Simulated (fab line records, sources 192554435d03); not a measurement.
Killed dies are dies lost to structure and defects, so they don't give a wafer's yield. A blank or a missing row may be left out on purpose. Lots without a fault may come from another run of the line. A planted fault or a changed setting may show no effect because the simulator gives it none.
Chamber matching | flow n5_finfet | N5_BEOL_M3_PECVD_72 on pecvd-01: 3 sister chambers
The step deposits SiO2 from TEOS/O2, target thk 16 nm, time 18 s. 16 wafers are shown with their chamber, then 8 later ones without.

WAFERS WITH THEIR CHAMBER
wafer  | chamber | throttle_valve_pct (%) | heater_power_w (W) | showerhead_plenum_p_Torr (Torr)
L075.2 | 1       | 24.5                   | 608                | 8.85
L075.3 | 2       | 19.7                   | 796                | 8.83
L075.5 | 1       | 24.4                   | 614                | 8.85
L080.1 | 2       | 20.1                   | 705                | 8.82
L080.3 | 0       | 24.7                   | 762                | 8.85
L080.4 | 1       | 24.3                   | 580                | 8.88
L082.1 | 1       | 24.7                   | 602                | 8.84
L082.5 | 1       | 24.7                   | 611                | 8.86
L082.6 | 2       | 20.2                   | 802                | 8.83
L085.1 | 1       | 24.5                   | 557                | 8.87
L085.3 | 1       | 24.6                   | 551                | 8.87
L085.6 | 2       | 20.3                   | 799                | 8.81
L090.2 | 0       | 24.7                   | 766                | 8.86
L090.4 | 0       | 25.1                   | 754                | 8.87
L090.6 | 2       | 20.2                   | 748                | 8.83
L095.1 | 1       | 24.5                   | 535                | 8.87

SIGNATURES (means of the wafers above)
reading                  | chamber 0 | chamber 1 | chamber 2 | scatter within a chamber
throttle_valve_pct       | 24.833    | 24.525    | 20.100    | 0.188
heater_power_w           | 760.67    | 582.25    | 770.00    | 32.9
showerhead_plenum_p_Torr | 8.8600    | 8.8613    | 8.8240    | 0.0118
Rule: a wafer's distance from a chamber is the root of the sum, over the readings, of the square of ((its reading less the chamber's mean) divided by the reading's scatter). The wafer belongs to the nearest chamber; if the next one is less than 2 further off, it can't be placed. The scatter: the root of (the sum of the squares of (reading less its chamber's mean) over the shown wafers, divided by (wafers less chambers)).

WAFERS WITHOUT THEIR CHAMBER
wafer  | throttle_valve_pct (%) | heater_power_w (W) | showerhead_plenum_p_Torr (Torr)
L095.4 | 20.1                   | 795                | 8.83
L095.5 | 25.0                   | 674                | 8.87
L096.2 | 20.2                   | 797                | 8.79
L096.4 | 24.4                   | 577                | 8.87
L096.6 | 20.3                   | 811                | 8.82
L097.4 | 20.2                   | 814                | 8.84
L097.5 | 24.9                   | 676                | 8.86
L097.6 | 24.4                   | 564                | 8.87

WHICH CHAMBER EACH WENT THROUGH
wafer  | from the rows above     | in truth
L095.4 | 2                       | 2
L095.5 | can't be placed: 0 or 1 | 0
L096.2 | 2                       | 2
L096.4 | 1                       | 1
L096.6 | 2                       | 2
L097.4 | 2                       | 2
L097.5 | can't be placed: 0 or 1 | 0
L097.6 | 1                       | 1
Placed correctly: 6 of 8. Can't be placed from these rows: 2 (the true chamber is among the candidates in 2). Placed wrongly: 0.
